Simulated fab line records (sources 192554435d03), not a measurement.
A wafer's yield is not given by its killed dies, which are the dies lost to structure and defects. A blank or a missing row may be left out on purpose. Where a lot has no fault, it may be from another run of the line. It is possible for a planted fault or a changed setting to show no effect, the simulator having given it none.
Struck lot and sound lot, side by side / flow n5Finfet / 29 steps out of a route of 1938
Sound: wafers L445.1, L445.4, L445.5. Wafers struck: L448.1, L448.2, L448.3. Last of all comes the cause.
Per side, at each step with rows, come the tool, then ch with its chambers, and then its first start. Under that, the readings that differ: sound wafers / struck wafers / difference of the means / sigmas: that difference in standard deviations of wafers without a fault.
alike: readings whose means differ by less than 2 such deviations, and words and numbers that are the same on both sides. not compared: withheld readings, readings that some wafer has no value for, bounds like >300 that may hide the same value, and numbers for which the record gives no deviation and whose values overlap.
A row with sigmas, a row that says differs or no value, or rows on one side alone: a step with any of these is where the two part. Numbers that don't overlap but have no deviation are shown without sigmas and don't part them. A reading missing from all wafers of one side parts the sides only when that side holds two or more wafers.

first, 11 steps without rows for these wafers: N5_SD_EPI_P_DESCUM_14 (chemistry O2, time 7.9 s); N5_SD_EPI_P_ETCH_36 (etches SiARC in CF4, target depth 45.5 nm, time 75.8 s); N5_SD_EPI_P_ETCH_37 (etches SOC in N2/H2, overetch 108 nm, time 486 s); N5_SD_EPI_P_STRIP_38 (strips in N2/H2); N5_SD_EPI_P_ETCHBACK_46 (etches SiNx in CH3F/O2, stops on SiO2, target depth 17.5 nm); N5_SD_EPI_P_ETCH_47 (etches SiOCN in CH3F/O2, target depth 25 nm); N5_SD_EPI_P_ETCH_16 (etches SiO2 in CHF3/O2, target depth 5 nm); N5_SD_EPI_P_STRIP_50 (strips in CHF3/O2); N5_SD_EPI_P_SD_RECESS_17 (chemistry HBr/Cl2/O2, target depth 39.1 nm, bt time 3 s); N5_SD_EPI_P_WET_ETCH_45 (etches SiO2 in dHF, time 10.7 s, target depth 2 nm, rinse time 30 s); N5_SD_EPI_P_STRIP_40 (strips in N2/H2).
N5_SD_EPI_P_PRECLEAN_52: cleans in O3/DIW, time 60 s.
  sound on wetBench-06 ch 2,3,4, day 6 05:28; struck on wetBench-01 ch 0,1,2, day 6 23:23
then, 10 steps without rows for these wafers: N5_SD_EPI_P_SRD_20 (time 30 s); N5_SD_EPI_P_PRECLEAN_51 (cleans in NF3:NH3, afs cycles 1, time 20 s, sublimation time 60 s); N5_SD_EPI_P_VAPOR_ETCH_44 (etches SiGe30 in NF3/Ar, time 3.3 s); N5_SD_EPI_P_EPI_21 (deposits SiGe:B, time 355 s); N5_SD_EPI_P_HM_STRIP_48 (strips SiNx in H3PO4, material SiNx, target depth 3 nm); N5_SD_EPI_P_SRD_49 (time 30 s); N5_SD_EPI_P_PRECLEAN_24 (cleans in O3/DIW, time 45 s); N5_SD_EPI_P_PRECLEAN_32 (cleans in dHF, time 10 s); N5_SD_EPI_P_PRECLEAN_33 (cleans in SC2, time 45 s); N5_SD_EPI_P_SRD_25 (time 30 s).
N5_SD_EPI_P_INSPECT_26: inspects for defects (darkfield).
  sound on defectInspect-02 at day 6 08:16; struck on defectInspect-01 at day 7 02:11
reading=rawDefectCount; sound=154 152 184; struck=866 822 863; difference=+687; sigmas=+18
then, 2 steps without rows for these wafers: N5_SD_ACTIVATION_RTA_00 (time 0 s); N5_SD_ACTIVATION_LSA_01 (time 0.0008 s).
N5_SD_ACTIVATION_INSPECT_02: inspects for defects (darkfield).
  sound on defectInspect-02 at day 6 09:22; struck on defectInspect-02 at day 7 02:57
reading=rawDefectCount; sound=172 170 178; struck=886 852 889; difference=+702; sigmas=+20
then, 1 step without rows for these wafers: N5_ILD0_LINER_00 (material SiNx, target thk 4 nm, pulse time 1 s, purge time 2 s).
-- the record jumps here: 5 days lie between the struck wafers' starts before and after (it left off in module ILD0 and takes up again in module BEOL_M4, whose first step shown is number 1111 of the route) --
N5_BEOL_M4_RC_MEAS_101:
  sound on prober-01 ch 0, day 11 01:46; struck on prober-01 ch 0, day 11 17:29
  alike: DIBL_N, DIBL_P, IOFF_N, IOFF_P, ION_N, ION_P, SS_N, SS_P, VT_N, VT_P
-- the record jumps here: 4 days lie between the struck wafers' starts before and after (it left off in module BEOL_M4 and takes up again in module PASSIVATION, whose first step shown is number 1936 of the route) --
N5_PASSIVATION_PROBE_49:
  sound on prober-01 at day 15 06:34; struck on prober-02 at day 15 23:14
reading=defectLimitedYield (%); sound=90.4; struck=81.1 85.7 82.6; difference=-7.3; sigmas=-5
reading=killed_at_M4_up; sound=22; struck=10 6 9; difference=-14; sigmas=-3
reading=killedAtFrontEnd; sound=59; struck=165 120 156; difference=+88; sigmas=+7
reading=killedDies; sound=113; struck=223 169 205; difference=+86; sigmas=+5
reading=sort_bin_5_function (%); sound=5.4; struck=12.3 7.7 10.8; difference=+4.9; sigmas=+5
reading=sortNPass; sound=1067; struck=957 1011 975; difference=-86; sigmas=-5
reading=sortYieldPct (%); sound=90.4; struck=81.1 85.7 82.6; difference=-7.3; sigmas=-5
  alike: killed_at_M0_to_M3, killedAtContacts, killedAtOther, killedOpen, killedShort, sort_bin_6_memory, sort_bin_8_speed

== WHERE THEY PART ==
Earliest at N5_SD_EPI_P_INSPECT_26; latest, in this record, at N5_PASSIVATION_PROBE_49.

WHY: what had been put in by the simulator
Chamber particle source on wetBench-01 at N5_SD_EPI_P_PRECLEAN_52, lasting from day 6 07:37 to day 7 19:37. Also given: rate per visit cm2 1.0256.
